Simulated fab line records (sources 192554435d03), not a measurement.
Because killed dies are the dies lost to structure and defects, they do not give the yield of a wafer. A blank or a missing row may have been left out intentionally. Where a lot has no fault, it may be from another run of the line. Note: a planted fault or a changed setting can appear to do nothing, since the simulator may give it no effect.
Matching of chambers -- flow n5_finfet -- N5_FIN_SAQP_MANDREL2_REMOVE_60 on rie_si-03 has 4 sister chambers
The step chemistry HBr/Cl2/O2, target a-Si, stops on SiNx, bt time 10 s. 8 wafers are shown with their chamber, then 10 later ones without.

== WAFERS PAIRED WITH THEIR CHAMBERS ==
wafer,chamber,throttle_valve_pct (%),drypump_motor_current_A (A)
L085.2,1,36.89,6.0
L085.4,2,36.37,5.5
L085.6,3,36.77,5.5
L087.2,1,36.91,6.0
L087.5,3,36.78,5.5
L087.6,0,36.35,5.1
L090.1,2,36.37,5.6
L090.3,0,36.36,5.1

== WAFERS WITH NO CHAMBER GIVEN ==
wafer,throttle_valve_pct (%),drypump_motor_current_A (A)
L090.6,36.78,5.5
L091.4,36.90,6.0
L091.5,36.90,6.1
L091.6,36.37,5.5
L095.1,36.78,5.5
L095.3,36.91,6.0
L095.4,36.39,5.5
L096.2,36.92,6.0
L096.3,36.34,5.1
L096.6,36.38,5.5

== THE CHAMBER EACH PASSED THROUGH ==
wafer,from the rows above,in truth
L090.6,3,3
L091.4,1,1
L091.5,1,1
L091.6,2,2
L095.1,3,3
L095.3,1,1
L095.4,2,2
L096.2,1,1
L096.3,0,0
L096.6,2,2
10 of 10 placed correctly. From these rows, 0 cannot be placed. Placed wrongly: 0.
How it was worked out, from the rows above alone: a wafer's distance from a chamber is the root of the sum, over the readings, of the square of ((its reading less the chamber's mean) divided by the reading's scatter). The wafer belongs to the nearest chamber; if the next one is less than 2 further off, it can't be placed. A chamber's mean is the mean of its shown wafers. The scatter: take each reading less its chamber's mean, square it, sum over the shown wafers, divide by the number of wafers less the number of chambers, and take the root.
